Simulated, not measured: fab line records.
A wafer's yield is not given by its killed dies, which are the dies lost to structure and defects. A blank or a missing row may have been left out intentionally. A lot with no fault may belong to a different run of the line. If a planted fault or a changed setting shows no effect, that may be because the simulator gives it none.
8D (eight disciplines) problem report, filled in by code	flow n5Finfet	the parts of the form that need people (team, actions taken, sign-off) are left out

== 1. WHAT WENT WRONG ==
biasW at N5_MIM_TOP_ETCH_ETCH_00 reads a mean of 146.6 W on 4 wafers of 2 lots; wafers without a fault read 126.1 W with a standard deviation of 0.36. Measured from the usual mean, that is +57 standard deviations.
The step: etches TiN in Cl2/BCl3, target depth 38.5 nm.
Earliest sighting: wafer L327.3 on rieMetal-03 at day 17 01:49. The record holds 18 wafers of 6 lots with a number at this step. By rule, "out" or "out of limits" means more than 4 standard deviations away from the usual mean. The other wafers with a number count as sound.

== 2. WHAT IT IS, WHAT IT ISN'T ==
question	is	is not
which readings at this step	biasW	drypumpMotorCurrentA, mfcArSccm, oesProductAu, throttleValvePct
which lots	L327, L329	L315, L319, L331, L333
which wafers of those lots	L327.3, L327.6, L329.3, L329.5	L327.4, L329.4
read on which tools	rieMetal-03	rieMetal-01, rieMetal-02
when	from day 17 01:49	up to then (7 sound wafers); but 7 sound wafers of L329, L331, L333 came after

== 3. SUSPECTS, AND WHAT RULES EACH OUT ==
Counting: a tool at a process step up to the reading stays a suspect if it ran every lot that is out. Sound lots after the first of them don't rule it out here, since some wafers of a struck lot are sound.
- rieMetal-03 at N5_MIM_TOP_ETCH_ETCH_00 (etches TiN in Cl2/BCl3, target depth 38.5 nm): kept. Every lot that is out went through it, the first being L327 (day 17 01:49); the last sound lot it ran before that was L319 (day 13 08:11). Its own biasW readings are out on those wafers.
- The sound lot-mates ran in chamber 1 of rieMetal-03 at N5_MIM_TOP_ETCH_ETCH_00, but the wafers that are out ran in chamber 0.
After counting, what remains is rieMetal-03 at N5_MIM_TOP_ETCH_ETCH_00.

== 4. THE CAUSE (what the simulator had put in) ==
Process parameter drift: rieMetal-03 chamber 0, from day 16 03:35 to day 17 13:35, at N5_MIM_TOP_ETCH_ETCH_00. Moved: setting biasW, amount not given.
This tool alone remained once counting was done.

== 5. THE CHAIN OF EFFECTS, in route order ==
Rows list readings where the struck wafers' mean (over those with a number) sits beyond 3 standard deviations from the usual. Only readings for which the record gives a usual standard deviation are gone through. hours: the time from each lot's start at the first step in this table that gives one to its start at this step, as a median over the lots. sigmas: the change in usual standard deviations.
hours	step	reading	usual	on struck wafers	change	sigmas
0	N5_MIM_TOP_ETCH_ETCH_00	biasW	126.1 W	146.6	+20.5	+57
The process steps in it:
- N5_MIM_TOP_ETCH_ETCH_00: etches TiN in Cl2/BCl3, target depth 38.5 nm.

== 6. HOW IT WOULD HAVE BEEN CAUGHT EARLIER ==
First out-of-limits reading in this record: day 17 01:49, which is 22 hours after fault onset at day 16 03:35.
